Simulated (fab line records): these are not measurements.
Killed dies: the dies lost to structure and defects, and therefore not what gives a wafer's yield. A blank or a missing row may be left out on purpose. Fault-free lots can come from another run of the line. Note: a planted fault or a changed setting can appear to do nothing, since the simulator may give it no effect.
Split-lot study	flow n5-finfet	on a route of 1938 steps: 7 lots, 21 wafers read

== SPLIT DETAILS ==
At N5_BEOL_M4_COAT_62 (time 60 s, resist thk 12 nm), the setting spin-rpm was moved away from the recipe's 1500 rpm on 7 of the 21 wafers read, by -7.1% to +9.5%. This setting was run at the recipe's value on the other wafers.

== FROM THE SPLIT TO THE READING: what the file shows between them, 8 steps ==
- N5_BEOL_M4_COAT_05: resist thk 30 nm (also split here: spin-rpm)
- N5_BEOL_M4_EBR_07
- N5_BEOL_M4_SOFTBAKE_06: time 60 s
- N5_BEOL_M4_EXPOSE_08: exposes mask M4
- N5_BEOL_M4_PEB_09: peb time 60 s
- N5_BEOL_M4_DEVELOP_10: develop time 30 s
- N5_BEOL_M4_DESCUM_16: chemistry O2, time 7 s
- N5_BEOL_M4_ETCH_74: etches underlayer in N2/H2, target depth 6.5 nm, time 5.2 s

== THE READING ==
etch.depth-nm (the simulator's own value, which no gauge read), in nm, at N5_BEOL_M4_ETCH_63 (etches SiARC in CF4, target depth 15.6 nm, time 26 s). There is no usual value for it anywhere in the file. Average 12.01 nm, standard deviation 0.023 nm, over the 14 wafers here run with the recipe.

wafer	tool, chamber at the split	spin-rpm as run, rpm	against the recipe	etch.depth-nm, nm	against lot-mates on the recipe
L076.2	litho-track-01, 0	1500	recipe	11.98	-
L076.4	litho-track-01, 0	1441	-3.9%	12.27	+0.27
L076.6	litho-track-01, 0	1500	recipe	12.01	-
L075.2	litho-track-05, 0	1643	+9.5%	11.44	-0.52
L075.5	litho-track-05, 0	1643	+9.5%	11.46	-0.50
L075.6	litho-track-05, 0	1500	recipe	11.96	-
L084.3	litho-track-05, 0	1394	-7.1%	12.47	no lot-mate on the recipe
L084.4	litho-track-05, 0	1394	-7.1%	12.49	no lot-mate on the recipe
L084.5	litho-track-05, 0	1394	-7.1%	12.49	no lot-mate on the recipe
L088.3	litho-track-05, 0	1500	recipe	11.99	-
L088.4	litho-track-05, 0	1415	-5.7%	12.34	+0.34
L088.5	litho-track-05, 0	1500	recipe	12.02	-
L091.3	litho-track-05, 0	1500	recipe	12.06	-
L091.5	litho-track-05, 0	1500	recipe	12	-
L091.6	litho-track-05, 0	1500	recipe	12.01	-
L093.2	litho-track-04, 0	1500	recipe	11.99	-
L093.3	litho-track-04, 0	1500	recipe	12	-
L093.4	litho-track-04, 0	1500	recipe	12	-
L095.2	litho-track-05, 0	1500	recipe	12.01	-
L095.3	litho-track-05, 0	1500	recipe	12.03	-
L095.5	litho-track-05, 0	1500	recipe	12.03	-

THE FIT
A straight line over all 21 wafers: etch.depth-nm changes by -0.0621 nm for each +1% of spin-rpm; r = -1.00; the points scatter about the line by 0.027 nm.
The same after taking each lot's own level away (the mean of its wafers on the recipe; 18 wafers): -0.0557 nm for each +1%; r = -0.99; scatter 0.021 nm.
Per that fit: largest spin-rpm move, reading shift of 0.53 nm.
The span of the lots' own levels, 11.960 to 12.023 nm, comes to 2.7 times the standard deviation stated above.
In other words, the slope is changed by the lot-to-lot level; the two fits disagree.
Check: for one of the wafers moved furthest among these (+9.5%), held out of the fit, the line's prediction against its lot-mates is -0.527 nm. It came out at -0.52 nm against them.

== THESE WAFERS: OTHER SPLITS ==
Before the reading, these wafers also passed through other splits. Each is held against what the fit with the lots' levels taken away leaves over:
other split on the same wafers	wafers away from the commonest value	r with etch.depth-nm (lot level and that fit taken away)
N5_BEOL_M0_SAQP_COAT_105 spin-rpm	5	+0.13
N5_BEOL_M0_SAQP_SPACER2_ALD_26 target-thk-a	4	-0.19
N5_BEOL_M2_DESCUM_16 time-s	6	-0.13
N5_BEOL_M3_TRENCH_ETCH_37 time-s	5	-0.41
N5_BEOL_M4_COAT_05 spin-rpm	8	-0.41

== THE WHOLE CHAIN: every reading that the file lists as answering this split, in the file's order ==
step	what it does	reading	change (the file's fit)	r (the file's)
N5_BEOL_M4_COAT_62	time 60 s, resist thk 12 nm	SiARC_of_BEOL_M4_COAT_62.thk-nm (the simulator's own value, which no gauge read)	-0.0634 nm for each +1% of the setting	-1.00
N5_BEOL_M4_ETCH_63	etches SiARC in CF4, target depth 15.6 nm, time 26 s	etch.depth-nm (the simulator's own value, which no gauge read)	-0.0563 nm for each +1% of the setting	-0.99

== FILE'S OWN FIT ==
etch.depth-nm changes by -0.0563 nm for each +1% of spin-rpm, r = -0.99.
